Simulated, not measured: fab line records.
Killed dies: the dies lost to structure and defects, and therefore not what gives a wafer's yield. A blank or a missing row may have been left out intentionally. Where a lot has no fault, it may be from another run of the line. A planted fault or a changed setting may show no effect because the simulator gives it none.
Split-lot study	flow n5 finfet	route with 1938 steps; 7 lots, 39 wafers read

== SPLIT DETAILS ==
At N5_FIN_CUT_EXPOSE_05 (exposes mask FIN CUT), the setting dose mj was moved away from the recipe's 45.75 on 6 of the 39 wafers read, by +4.6% to +6.8%. The other wafers ran this setting at the recipe's value.

== FROM THE SPLIT TO THE READING: what the file shows between them, 2 steps ==
- N5_FIN_CUT_PEB_06: peb time 60 s
- N5_FIN_CUT_DEVELOP_07: develop time 30 s

== THE READING ==
cd nm (nm) at N5_FIN_CUT_CD_MEAS_08, where the cd target is 29.1 nm. Fault-free wafers of this fab line usually give 29.04 nm, standard deviation 0.23 nm.

wafer	tool, chamber at the split	dose mj as run	against the recipe	cd nm, nm	against lot-mates on the recipe
L076.1	euv scanner-02, 0	45.75	recipe	29.11	-
L076.2	euv scanner-02, 0	45.75	recipe	28.81	-
L076.3	euv scanner-02, 0	45.75	recipe	28.88	-
L076.4	euv scanner-02, 0	45.75	recipe	29.22	-
L076.5	euv scanner-02, 0	45.75	recipe	29.58	-
L076.6	euv scanner-02, 0	45.75	recipe	28.75	-
L078.1	euv scanner-02, 0	45.75	recipe	28.92	-
L078.2	euv scanner-02, 0	45.75	recipe	29.11	-
L078.3	euv scanner-02, 0	45.75	recipe	29.04	-
L078.4	euv scanner-02, 0	45.75	recipe	28.90	-
L078.5	euv scanner-02, 0	45.75	recipe	29.08	-
L078.6	euv scanner-02, 0	45.75	recipe	29.37	-
L079.1	euv scanner-01, 0	45.75	recipe	29.07	-
L079.2	euv scanner-01, 0	45.75	recipe	29.33	-
L079.3	euv scanner-01, 0	45.75	recipe	28.72	-
L079.4	euv scanner-01, 0	45.75	recipe	29.06	-
L079.5	euv scanner-01, 0	45.75	recipe	29.01	-
L079.6	euv scanner-01, 0	45.75	recipe	29.25	-
L083.3	euv scanner-01, 0	45.75	recipe	28.97	-
L083.4	euv scanner-01, 0	45.75	recipe	29.19	-
L083.6	euv scanner-01, 0	45.75	recipe	28.96	-
L085.1	euv scanner-01, 0	47.84	+4.6%	30.08	+1.14
L085.2	euv scanner-01, 0	45.75	recipe	28.78	-
L085.3	euv scanner-01, 0	45.75	recipe	29.10	-
L085.4	euv scanner-01, 0	47.84	+4.6%	30.15	+1.21
L085.5	euv scanner-01, 0	47.84	+4.6%	29.94	+1.00
L085.6	euv scanner-01, 0	45.75	recipe	28.95	-
L094.1	euv scanner-01, 0	45.75	recipe	28.90	-
L094.2	euv scanner-01, 0	48.84	+6.8%	30.46	+1.37
L094.3	euv scanner-01, 0	48.84	+6.8%	30.27	+1.18
L094.4	euv scanner-01, 0	45.75	recipe	29.43	-
L094.5	euv scanner-01, 0	45.75	recipe	28.94	-
L094.6	euv scanner-01, 0	48.84	+6.8%	30.19	+1.10
L096.1	euv scanner-02, 0	45.75	recipe	29.27	-
L096.2	euv scanner-02, 0	45.75	recipe	29.08	-
L096.3	euv scanner-02, 0	45.75	recipe	29.14	-
L096.4	euv scanner-02, 0	45.75	recipe	28.88	-
L096.5	euv scanner-02, 0	45.75	recipe	28.77	-
L096.6	euv scanner-02, 0	45.75	recipe	29.20	-

THE FIT
A straight line over all 39 wafers: cd nm changes by +0.196 nm for each +1% of dose mj; r = +0.90; the points scatter about the line by 0.2 nm.
The same after taking each lot's own level away (the mean of its wafers on the recipe; 39 wafers): +0.199 nm for each +1%; r = +0.90; scatter 0.2 nm.
That fit puts the effect of the largest move of dose mj on the reading at 1.3 nm.
The lots' own levels span 28.943 to 29.090 nm, that is 0.6 times the standard deviation above.
The two slopes agree, so the slope changes little with the lot-to-lot level.
Check: +1.34 nm against its lot-mates is what the line predicts for one of the wafers moved furthest among these (+6.8%) when that wafer is left out of the fit. It came out at +1.37 nm against them.

== FURTHER SPLITS ON THESE WAFERS ==
Note: prior to the reading, these wafers also went through further splits. Each is held against what the fit with the lots' levels taken away leaves over:
other split on the same wafers	wafers away from the commonest value	r with cd nm (lot level and that fit taken away)
N5_WELL_APT_EPI_41 target thk a	15	-0.01

== THE WHOLE CHAIN: every reading that the file lists as answering this split, in the file's order ==
step	what it does	reading	change (the file's fit)	r (the file's)
N5_FIN_CUT_CD_MEAS_08	target cd 29.1 nm	cd nm	+0.2 nm for each +1% of the setting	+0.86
N5_FIN_CUT_ETCH_30	etches underlayer in N2/H2, target depth 13 nm, time 10.4 s	FIN_CUT.cd offset nm (the simulator's own value, which no gauge read)	+0.175 nm for each +1% of the setting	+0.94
N5_FIN_CUT_ETCH_20	etches SiARC in CF4, target depth 26 nm, time 43.3 s	FIN_CUT.cd offset nm (the simulator's own value, which no gauge read)	+0.179 nm for each +1% of the setting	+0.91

== THE FILE'S OWN FIT ==
cd nm changes by +0.2 nm for each +1% of dose mj, r = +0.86.
